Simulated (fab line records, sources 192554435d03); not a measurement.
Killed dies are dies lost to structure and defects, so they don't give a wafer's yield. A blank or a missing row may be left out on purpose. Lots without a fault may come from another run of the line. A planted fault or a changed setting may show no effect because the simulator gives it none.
Which tool did it? | flow n5_finfet | 9 lots, 27 wafers sampled, at 6 steps of a route of 1938

WHAT THE GAUGES READ, wafer by wafer
N5_BEOL_M3_THK_MEAS_01.
lot  | measured     | on            | M3_ILD_THK (nm)
L137 | day 7 04:22  | film_metro-02 | 78.6 78.5 78.7
L142 | day 8 04:30  | film_metro-02 | 79.5 79.6 80.6
L146 | day 9 03:47  | film_metro-02 | 79.7 80.1 80.6
L147 | day 9 14:38  | film_metro-02 | 78.9 80.7 81.1
L148 | day 9 17:40  | film_metro-02 | 78.5 80.1 80.0
L149 | day 10 04:50 | film_metro-01 | 78.1 77.6 78.4
L150 | day 10 09:32 | film_metro-02 | 77.5 78.3 78.7
L152 | day 10 23:15 | film_metro-01 | 80.1 80.3 79.9
L154 | day 11 10:02 | film_metro-02 | 79.4 78.7 79.1

N5_BEOL_M3_INSPECT_13: inspects for defects (brightfield).
lot  | measured     | on                | raw_defect_count
L137 | day 7 05:15  | defect_inspect-02 | 360 567 299
L142 | day 8 05:45  | defect_inspect-01 | 376 354 358
L146 | day 9 04:46  | defect_inspect-01 | 423 451 313
L147 | day 9 17:25  | defect_inspect-01 | 387 345 507
L148 | day 9 19:02  | defect_inspect-01 | 290 289 281
L149 | day 10 07:12 | defect_inspect-01 | 434 273 297
L150 | day 10 10:31 | defect_inspect-01 | 414 378 466
L152 | day 11 00:46 | defect_inspect-01 | 1556 499 539
L154 | day 11 10:58 | defect_inspect-01 | 331 580 525

N5_BEOL_M4_RC_MEAS_101.
lot  | measured     | on        | DIBL_N (mV/V)  | DIBL_P (mV/V)  | IOFF_N (nA/um)    | IOFF_P (nA/um)    | ION_N (uA/um) | ION_P (uA/um) | SS_N (mV/dec)  | SS_P (mV/dec)  | VT_N (mV)         | VT_P (mV)
L137 | day 8 08:34  | prober-01 | 33.3 35.6 36.5 | 33.5 36.3 36.6 | 0.137 0.173 0.191 | 0.185 0.222 0.233 | 679 691 693   | 470 471 477   | 70.5 71.4 72.2 | 73.2 73.4 73.1 | 251.1 247.4 246.9 | -248.6 -246.7 -245.7
L142 | day 9 03:25  | prober-02 | 36.6 35.7 36.9 | 37.6 35.8 37.4 | 0.171 0.152 0.170 | 0.210 0.195 0.208 | 688 660 671   | 463 457 458   | 71.6 71.5 71.8 | 73.2 73.6 73.9 | 250.8 254.5 248.4 | -253.2 -252.2 -254.2
L146 | day 10 01:16 | prober-01 | 33.5 33.4 34.9 | 34.8 33.9 35.8 | 0.125 0.124 0.144 | 0.189 0.173 0.193 | 662 663 662   | 458 461 450   | 71.1 71.0 70.9 | 72.1 72.5 72.3 | 253.4 252.7 252.0 | -251.0 -254.0 -252.1
L147 | day 10 12:46 | prober-01 | 36.2 36.6 36.1 | 35.7 35.4 35.1 | 0.160 0.160 0.150 | 0.229 0.233 0.229 | 659 665 661   | 450 464 458   | 72.8 71.9 71.8 | 72.8 73.5 73.0 | 250.3 251.0 251.0 | -247.6 -246.4 -246.5
L148 | day 10 23:38 | prober-01 | 32.9 33.8 33.1 | 33.6 34.4 34.2 | 0.135 0.149 0.141 | 0.209 0.216 0.213 | 687 680 674   | 475 469 468   | 71.5 71.3 70.4 | 72.1 72.6 72.6 | 248.7 249.3 247.7 | -246.3 -247.4 -246.8
L149 | day 11 01:03 | prober-02 | 36.9 39.5 36.4 | 36.2 39.9 36.4 | 0.154 0.221 0.158 | 0.235 0.302 0.239 | 662 689 690   | 463 479 473   | 71.2 71.5 72.1 | 72.6 73.6 72.4 | 250.8 242.6 247.0 | -246.5 -245.0 -247.0
L150 | day 11 07:05 | prober-02 | 34.9 37.9 37.9 | 34.1 36.4 37.6 | 0.136 0.192 0.188 | 0.184 0.229 0.252 | 666 694 679   | 463 468 470   | 71.4 71.6 71.8 | 73.4 73.6 73.8 | 250.5 244.8 246.0 | -250.3 -249.0 -246.1
L152 | day 11 18:53 | prober-01 | 38.2 37.7 37.7 | 39.6 37.5 37.5 | 0.180 0.155 0.155 | 0.242 0.213 0.211 | 678 652 671   | 470 453 462   | 72.0 71.7 71.6 | 74.5 73.4 73.2 | 245.3 250.9 251.0 | -247.1 -250.8 -250.8
L154 | day 12 07:09 | prober-01 | 35.3 35.6 37.2 | 35.2 36.4 37.6 | 0.145 0.159 0.184 | 0.212 0.239 0.257 | 668 680 686   | 471 476 473   | 70.9 71.2 72.1 | 73.3 73.7 73.9 | 250.6 248.2 248.1 | -246.6 -248.1 -246.3

WHICH TOOL RAN EACH LOT (tool, then ch and the chambers of the sampled wafers, then the start)
lot  | N5_BEOL_M2_PRE_CLEAN_60          | N5_BEOL_M3_PECVD_72             | N5_BEOL_M3_DESCUM_16
L137 | cvd_co-02 ch 0,1, day 7 04:00    | pecvd-03 ch 0,2, day 7 04:24    | rie_diel-01 ch 0,1,3, day 7 05:17
L142 | cvd_co-01 ch 0,2, day 8 04:05    | pecvd-03 ch 0,1,2, day 8 04:32  | rie_diel-03 ch 0,1,2, day 8 05:47
L146 | cvd_co-02 ch 0,1, day 9 03:25    | pecvd-01 ch 0,1, day 9 03:50    | rie_diel-01 ch 1,3, day 9 04:48
L147 | cvd_co-01 ch 0,1, day 9 14:17    | pecvd-02 ch 0,1, day 9 14:41    | rie_diel-03 ch 0,1, day 9 17:28
L148 | cvd_co-02 ch 0,2, day 9 17:17    | pecvd-03 ch 0,1, day 9 17:42    | rie_diel-06 ch 0,1,2, day 9 19:10
L149 | cvd_co-01 ch 0,1,2, day 10 04:29 | pecvd-03 ch 0,1,2, day 10 04:52 | rie_diel-01 ch 0,1,2, day 10 07:21
L150 | cvd_co-01 ch 0,2, day 10 09:08   | pecvd-01 ch 0,2, day 10 09:35   | rie_diel-01 ch 1,2,3, day 10 10:32
L152 | cvd_co-02 ch 1,2, day 10 22:53   | pecvd-03 ch 0,1,2, day 10 23:17 | rie_diel-01 ch 0,2,3, day 11 00:47
L154 | cvd_co-01 ch 0,2, day 11 09:41   | pecvd-01 ch 0,1, day 11 10:04   | rie_diel-03 ch 0,1,2, day 11 10:59
- N5_BEOL_M2_PRE_CLEAN_60: time 15 s.
- N5_BEOL_M3_PECVD_72: deposits SiO2 from TEOS/O2, target thk 16 nm, time 18 s.
- N5_BEOL_M3_DESCUM_16: chemistry O2, time 7 s.

WHAT THE TOOLS THEMSELVES READ (means of the sampled wafers that have a number; where no wafer has one, the mark that the record gives instead)
N5_BEOL_M2_PRE_CLEAN_60.
lot  | tool      | heater_power_w (W)
L137 | cvd_co-02 | 70
L142 | cvd_co-01 | 80
L146 | cvd_co-02 | 64
L147 | cvd_co-01 | 52
L148 | cvd_co-02 | 89
L149 | cvd_co-01 | 72
L150 | cvd_co-01 | 80
L152 | cvd_co-02 | 82
L154 | cvd_co-01 | 79

N5_BEOL_M3_PECVD_72.
lot  | tool     | heater_power_w (W) | showerhead_plenum_p_Torr (Torr) | throttle_valve_pct (%)
L137 | pecvd-03 | 776                | 8.776                           | 21.4
L142 | pecvd-03 | 718                | 8.780                           | 22.6
L146 | pecvd-01 | 727                | 8.811                           | 21.5
L147 | pecvd-02 | 614                | 8.804                           | 23.1
L148 | pecvd-03 | 691                | 8.819                           | 24.2
L149 | pecvd-03 | 783                | 8.805                           | 22.7
L150 | pecvd-01 | 833                | 8.794                           | 20.4
L152 | pecvd-03 | 756                | 8.787                           | 22.8
L154 | pecvd-01 | 664                | 8.821                           | 21.9

N5_BEOL_M3_DESCUM_16.
lot  | tool        | drypump_motor_current_A (A) | o2_flow_sccm (sccm) | oes_product_au (a.u.) | rf_vpp_V (V) | showerhead_plenum_p_Torr (Torr) | throttle_valve_pct (%)
L137 | rie_diel-01 | 5.8                         | 224.9               | 0.85                  | 244.4        | 2.15                            | 20.22
L142 | rie_diel-03 | 5.7                         | 225.0               | 0.74                  | 244.4        | 2.17                            | 20.39
L146 | rie_diel-01 | 5.5                         | 225.4               | 0.86                  | 243.7        | 2.09                            | 20.21
L147 | rie_diel-03 | 5.7                         | 224.4               | 0.73                  | 244.1        | 2.17                            | 20.43
L148 | rie_diel-06 | 5.8                         | 224.9               | 0.82                  | 243.7        | 2.12                            | 20.45
L149 | rie_diel-01 | 5.7                         | 225.4               | 0.76                  | 244.0        | 2.18                            | 20.40
L150 | rie_diel-01 | 5.4                         | 225.6               | 0.79                  | 244.4        | 2.13                            | 20.37
L152 | rie_diel-01 | 5.9                         | 224.9               | 0.75                  | 243.3        | 2.11                            | 20.38
L154 | rie_diel-03 | 5.8                         | 225.0               | 0.71                  | 243.9        | 2.16                            | 20.44

THE ANSWER, worked out from the rows above alone
Rule: what is usual is taken from the lots themselves. Put in order of their means at a reading, lots are off if they are a third of the lots or fewer, leave a main group of 4 or more, and stand apart from it by a gap of 3 or more times the standard deviation of the main group's means; of several such gaps the widest counts. A main group whose means are all the same, to the digits that the tables above print for the reading, isn't used. A lot without any number at a reading at which 4 lots or more have one is off too. The other lots that the step has rows for count as sound. The gauges are gone through in route order, then the tools' own readings, and for those a lot's mean is taken as printed above. The first step at which some lot is off is used, and at that step the reading that is off furthest; a lot without a number counts as furthest.
Off: L152, at N5_BEOL_M3_INSPECT_13 (raw_defect_count). The main group: mean 387, standard deviation 55.
A tool fits if, at a process step before that reading, it ran every lot that is off, and no sound lot after the first of them. The gauges at N5_BEOL_M3_INSPECT_13 are tried like those tools. Can't be told from this: 2 tools fit, cvd_co-02 at N5_BEOL_M2_PRE_CLEAN_60, pecvd-03 at N5_BEOL_M3_PECVD_72.

WHAT THE SIMULATOR HAD PUT IN
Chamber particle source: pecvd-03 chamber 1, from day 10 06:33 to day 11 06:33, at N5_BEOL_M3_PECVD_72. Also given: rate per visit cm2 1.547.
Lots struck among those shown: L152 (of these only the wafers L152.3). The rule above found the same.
